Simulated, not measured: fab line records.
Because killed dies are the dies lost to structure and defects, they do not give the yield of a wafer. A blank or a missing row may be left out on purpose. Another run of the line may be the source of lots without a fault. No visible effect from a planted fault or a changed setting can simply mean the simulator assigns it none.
Comparing a struck lot with a sound one	flow n5Finfet	41 steps out of a route of 1938
Sound: wafers L633.1, L633.4, L633.5. Struck: wafer L641.4 (L641.1, L641.6, from the same lot, were not struck and are left out); the cause is given at the end.
For every step that has rows: the tool of each side, followed by ch and its chambers, followed by its first start. Under that, the readings that differ: sound wafers	struck wafers	difference of the means	sigmas: that difference in standard deviations of wafers without a fault.
alike: words and numbers the same on both sides, and readings whose means are apart by under 2 such deviations; not compared: readings that were withheld, readings missing a value for some wafer, numbers with overlapping values and no deviation given by the record, and bounds like >300 which may hide the same value.
Wherever a step has rows on one side only, a row that says differs or no value, or a row with sigmas, the two part there. When numbers do not overlap yet have no deviation, they are printed without sigmas and do not part them. A reading missing from all wafers of one side parts the sides only when that side holds two or more wafers.

first, 12 steps without rows for these wafers: N5_BEOL_M4_SURFACE_TREAT_85; N5_BEOL_M4_CVD_47 (deposits Co from CCTBA/H2, target thk 3 nm, time 223.8 s); N5_BEOL_M4_SPUTTER_48 (material Cu, target thk 4.5 nm, time 8.29 s); N5_BEOL_M4_ANNEAL_49 (time 240 s); N5_BEOL_M4_SPUTTER_79 (material Cu, target thk 4.5 nm, time 8.29 s); N5_BEOL_M4_ANNEAL_80 (time 240 s); N5_BEOL_M4_SPUTTER_81 (material Cu, target thk 4.5 nm, time 8.29 s); N5_BEOL_M4_ANNEAL_82 (time 240 s); N5_BEOL_M4_SPUTTER_86 (material Cu, target thk 4.5 nm, time 8.29 s); N5_BEOL_M4_ANNEAL_87 (time 240 s); N5_BEOL_M4_SPUTTER_88 (material Cu, target thk 4.5 nm, time 8.29 s); N5_BEOL_M4_ANNEAL_89 (time 240 s).
N5_BEOL_M4_SPUTTER_90: material Cu, target thk 4.5 nm, time 8.29 s.
  struck on pvdSputter-01, day 10 10:57; sound on pvdSputter-01, day 8 01:57
  alike: chamberPressurePa, throttleValvePct
N5_BEOL_M4_ANNEAL_91: time 240 s.
  struck on pvdSputter-01, day 10 11:02; sound on pvdSputter-01, day 8 02:02
  alike: heaterPowerW
then, 11 steps without rows for these wafers: N5_BEOL_M4_SPUTTER_92 (material Cu, target thk 4.5 nm, time 8.29 s); N5_BEOL_M4_ANNEAL_93 (time 240 s); N5_BEOL_M4_SPUTTER_94 (material Cu, target thk 4.5 nm, time 8.29 s); N5_BEOL_M4_ANNEAL_95 (time 240 s); N5_BEOL_M4_SPUTTER_96 (material Cu, target thk 4.5 nm, time 8.29 s); N5_BEOL_M4_ECD_50 (material Cu, target thk 300 nm); N5_BEOL_M4_ANNEAL_51 (time 90 s); N5_BEOL_M4_CMP_52 (polishes, stops on SiOC, t overpolish 6.8 s, target thk 40 nm); N5_BEOL_M4_PRE_CLEAN_60 (time 15 s); N5_BEOL_M4_CO_CAP_55 (material Co, precursor CCTBA/H2, target thk 2 nm, time 102.1 s); N5_BEOL_M4_PRE_CLEAN_56 (time 15 s).
N5_BEOL_M4_DEP_57: deposits SiCN from 3MS/NH3, target thk 8 nm, time 14 s.
  sound on pecvd-02 ch 0,1,2, day 8 04:07; struck on pecvd-03 ch 2, day 10 15:21
  alike: showerheadPlenumPTorr, throttleValvePct
N5_BEOL_M4_RS_MEAS_58: a four-point-probe measurement.
  struck on filmMetro-02, day 10 15:25; sound on filmMetro-02, day 8 04:10
reading	sound	struck	difference	sigmas
M4_RS (ohm/sq)	0.65 0.66 0.66	0.72	+0.06	+2
N5_BEOL_M4_RC_MEAS_101:
  sound on prober-01 ch 0, day 8 04:13; struck on prober-01 ch 0, day 10 15:28
  alike: DIBL_N, DIBL_P, IOFF_N, IOFF_P, ION_N, ION_P, SS_N, SS_P, VT_N, VT_P
N5_BEOL_M5_ILD_DEP_00: deposits SiCOH lowk from DEMS/porogen, target thk 140.64 nm, time 25.9 s.
  sound on pecvd-01 ch 0,1,2, day 8 05:11; struck on pecvd-03 ch 2, day 10 16:26
reading	sound	struck	difference	sigmas
heaterPowerW (W)	335 299 335	208	-115	-3
  alike: showerheadPlenumPTorr, throttleValvePct
N5_BEOL_M5_CURE_79: cures SiCOH lowk, time 240 s.
  sound on uvCure-02 ch 2, day 8 05:15; struck on uvCure-02 ch 1, day 10 16:29
reading	sound	struck	difference	sigmas
wafer_temp_C_max	388.1 387.7 388.7	386.1	-2.1	-3
  alike: lampPowerPct
N5_BEOL_M5_THK_MEAS_01:
  struck on filmMetro-02, day 10 17:00; sound on filmMetro-01, day 8 05:46
  alike: M5_ILD_THK
N5_BEOL_M5_PECVD_70: deposits SiO2 from TEOS/O2, target thk 16 nm, time 18 s.
  sound on pecvd-01 ch 0,1, day 8 05:48; struck on pecvd-04 ch 0, day 10 17:02
  alike: heaterPowerW, showerheadPlenumPTorr, throttleValvePct
then, 8 steps without rows for these wafers: N5_BEOL_M5_HM_DEP_02 (deposits TiN, target thk 20 nm); N5_BEOL_M5_COAT_59 (time 60 s, resist thk 60 nm); N5_BEOL_M5_COAT_60 (time 60 s, resist thk 12 nm); N5_BEOL_M5_COAT_71 (time 60 s, resist thk 5 nm); N5_BEOL_M5_COAT_05 (resist thk 30 nm); N5_BEOL_M5_EBR_07; N5_BEOL_M5_SOFTBAKE_06 (time 60 s); N5_BEOL_M5_EXPOSE_08 (exposes mask M5, target cd 28 nm).
-- record jumps: 5 days separate the struck wafers' starts on either side; left off in module BEOL_M5, taken up again in module PASSIVATION, whose first shown step is the route's number 1936 --
N5_PASSIVATION_PROBE_49:
  rows exist in the record for the struck wafers here (prober-02, day 15 06:04), but not for the sound ones

WHERE THEY PART
At N5_BEOL_M4_RS_MEAS_58 first; at N5_PASSIVATION_PROBE_49 last (within this record only).

WHY: whatever the simulator had introduced
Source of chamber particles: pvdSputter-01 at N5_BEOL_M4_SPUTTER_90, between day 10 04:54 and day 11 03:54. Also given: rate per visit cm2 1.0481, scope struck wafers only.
